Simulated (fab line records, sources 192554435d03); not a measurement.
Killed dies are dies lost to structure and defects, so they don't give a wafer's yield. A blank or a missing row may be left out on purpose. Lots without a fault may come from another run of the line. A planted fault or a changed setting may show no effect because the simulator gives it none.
A struck lot beside a sound one | flow n5_finfet | 15 steps out of a route of 1938
Sound: wafers L844.1, L844.3, L844.4. Struck: wafers L859.3, L859.5. (L859.2 of the same lot was not struck and is left out.) The cause comes at the end.
At each step with rows: each side's tool, then ch and its chambers, then its first start. Under that, the readings that differ: sound wafers | struck wafers | difference of the means | sigmas: that difference in standard deviations of wafers without a fault.
alike: readings whose means differ by less than 2 such deviations, and words and numbers that are the same on both sides. not compared: withheld readings, readings that some wafer has no value for, bounds like >300 that may hide the same value, and numbers for which the record gives no deviation and whose values overlap.
The two part at a step that has a row with sigmas, a row that says differs or no value, or rows on one side only. Numbers that don't overlap but have no deviation are shown without sigmas and don't part them. A reading that every wafer of one side lacks parts them only if that side has two wafers or more.

first, 4 steps without rows for these wafers: N5_BEOL_M9_SOFTBAKE_06 (time 60 s); N5_BEOL_M9_EXPOSE_08 (exposes mask M9); N5_BEOL_M9_PEB_09 (peb time 60 s); N5_BEOL_M9_DEVELOP_10 (develop time 30 s).
N5_BEOL_M9_CD_MEAS_11: target cd 64.1 nm.
  sound on cd_sem-03 ch 0, day 11 11:22; struck on cd_sem-03 ch 0, day 14 17:06
  alike: cd_nm
N5_BEOL_M9_OVL_MEAS_12:
  sound on overlay-01 ch 0, day 11 11:24; struck on overlay-01 ch 0, day 14 17:07
  alike: M9_OVL
N5_BEOL_M9_INSPECT_13: inspects for defects (brightfield).
  sound on defect_inspect-01, day 11 11:26; struck on defect_inspect-02, day 14 17:09
  alike: raw_defect_count
N5_BEOL_M9_DESCUM_16: chemistry O2, time 7.9 s.
  sound on rie_diel-02 ch 0,1,2, day 11 11:28; struck on rie_diel-05 ch 0,1, day 14 17:11
  alike: drypump_motor_current_A, oes_product_au, rf_vpp_V, showerhead_plenum_p_Torr, throttle_valve_pct
  not compared: rf_hours_counter_h
N5_BEOL_M9_ETCH_61: etches SiARC in CF4, target depth 39 nm, time 65 s.
  sound on rie_diel-02 ch 0,1,2, day 11 11:30; struck on rie_diel-05 ch 0,1, day 14 17:13
  alike: drypump_motor_current_A, etch_rf_on_time_s, oes_product_au, rf_vpp_V, showerhead_plenum_p_Torr, throttle_valve_pct
  not compared: rf_hours_counter_h
N5_BEOL_M9_ETCH_62: etches SOC in N2/H2, target depth 110 nm, overetch 22 nm, time 165 s.
  sound on rie_diel-02 ch 0,1,2, day 11 11:33; struck on rie_diel-05 ch 0,1, day 14 17:16
  alike: drypump_motor_current_A, n2_flow_sccm, oes_product_au, rf_vpp_V, showerhead_plenum_p_Torr, throttle_valve_pct
  not compared: rf_hours_counter_h
then, 1 step without rows for these wafers: N5_BEOL_M9_STRIP_68 (strips in N2/H2).
N5_BEOL_M9_STRIP_67: strips in CF4.
  sound on rie_diel-02 ch 0,1,2, day 11 11:41; struck on rie_diel-05 ch 0,1, day 14 17:25
  alike: drypump_motor_current_A, oes_product_au, rf_vpp_V, showerhead_plenum_p_Torr, throttle_valve_pct
  not compared: rf_hours_counter_h
N5_BEOL_M9_HM_OPEN_17: chemistry Cl2/BCl3, target TiN, target depth 20 nm, overetch 6 nm.
  sound on rie_metal-02 ch 0,1, day 11 11:44; struck on rie_metal-02 ch 0,1, day 14 17:27
  reading                                  | sound        | struck    | difference | sigmas
  model.SOC_of_BEOL_M9_COAT_59.thk_nm (nm) | 91.8 92 91.6 | 93.4 93.2 | +1.5       |
  alike: drypump_motor_current_A, oes_product_au, throttle_valve_pct
  not compared: rf_hours_counter_h
N5_BEOL_M9_STRIP_19: strips in O2.
  sound on rie_diel-04 ch 1,2,3, day 11 11:51; struck on rie_diel-04 ch 2,3, day 14 17:34
  alike: drypump_motor_current_A, oes_product_au, rf_vpp_V, showerhead_plenum_p_Torr, throttle_valve_pct
  not compared: rf_hours_counter_h
-- the record jumps here: 2 days lie between the struck wafers' starts before and after (it left off in module BEOL_M9 and takes up again in module PASSIVATION, whose first step shown is number 1936 of the route) --
N5_PASSIVATION_PROBE_49:
  sound on prober-02, day 14 05:51; struck on prober-02, day 17 04:17
  alike: defect_limited_yield, killed_at_M0_to_M3, killed_at_M4_up, killed_at_contacts, killed_at_front_end, killed_at_other, killed_dies, killed_on_rim, killed_open, killed_short, sort_bin_5_function, sort_bin_6_memory, sort_n_pass, sort_yield_pct

WHERE THEY PART
Nowhere in this record.

WHY: what the simulator had put in
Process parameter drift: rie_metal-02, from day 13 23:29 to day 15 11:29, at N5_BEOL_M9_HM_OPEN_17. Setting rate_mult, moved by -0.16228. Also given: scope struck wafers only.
